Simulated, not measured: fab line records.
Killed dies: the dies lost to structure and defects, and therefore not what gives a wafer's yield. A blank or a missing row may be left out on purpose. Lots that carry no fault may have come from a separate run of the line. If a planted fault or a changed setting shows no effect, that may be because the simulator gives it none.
Chamber matching ; flow n5_finfet ; N5_BEOL_M0_SAQP_SPACER2_ALD_26 on ald_sin-02: 4 sister chambers
The step deposits SiO2, target thk 15 nm, pulse time 1 s, purge time 2 s. 14 wafers are shown with their chamber, then 7 later ones without.

## WAFERS, EACH WITH ITS CHAMBER
wafer;chamber;heater_power_outer_w (W);heater_power_w (W);chamber_pressure_Torr (Torr)
L081.2;3;234;437;2.003
L081.3;1;255;475;2.000
L081.4;2;268;476;2.001
L083.2;0;266;472;2.002
L083.3;1;253;481;2.007
L083.6;3;238;448;1.996
L088.1;2;258;453;2.006
L088.4;1;242;472;1.997
L088.6;1;249;464;1.999
L089.1;1;247;469;1.996
L089.2;2;255;446;1.999
L089.4;0;267;482;2.007
L093.2;1;246;462;2.003
L093.4;3;231;444;1.995

SIGNATURES (means of the wafers above)
reading;chamber 0;chamber 1;chamber 2;chamber 3;scatter within a chamber
heater_power_outer_w;266.50;248.67;260.33;234.33;4.81
heater_power_w;477.00;470.50;458.33;443.00;9.24
chamber_pressure_Torr;2.00450;2.00033;2.00200;1.99800;0.004
Rule: for a wafer and a chamber, the distance is found by dividing, reading by reading, the gap between the wafer's reading and the chamber's mean by the reading's scatter, squaring, summing and taking the root. The wafer belongs to the nearest chamber; if the next one is less than 2 further off, it can't be placed. The scatter is the square root of a quotient: the sum, over the shown wafers, of each reading's squared deviation from its chamber's mean, divided by wafers minus chambers.

## WAFERS WITH NO CHAMBER GIVEN
wafer;heater_power_outer_w (W);heater_power_w (W);chamber_pressure_Torr (Torr)
L093.6;227;440;2.005
L094.1;256;452;2.003
L094.5;275;483;2.001
L094.6;229;445;2.007
L096.1;261;459;1.996
L096.2;274;496;1.991
L096.6;252;461;1.995

## CHAMBER TAKEN BY EACH
wafer;from the rows above;in truth
L093.6;3;3
L094.1;can't be placed: 2 or 1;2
L094.5;can't be placed: 0 or 2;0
L094.6;3;3
L096.1;can't be placed: 2 or 1 or 0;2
L096.2;can't be placed: 0 or 2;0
L096.6;can't be placed: 1 or 2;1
Placed correctly: 2 of 7. These rows do not allow placing 5 (true chamber among the candidates in 5). Placed wrongly: 0.
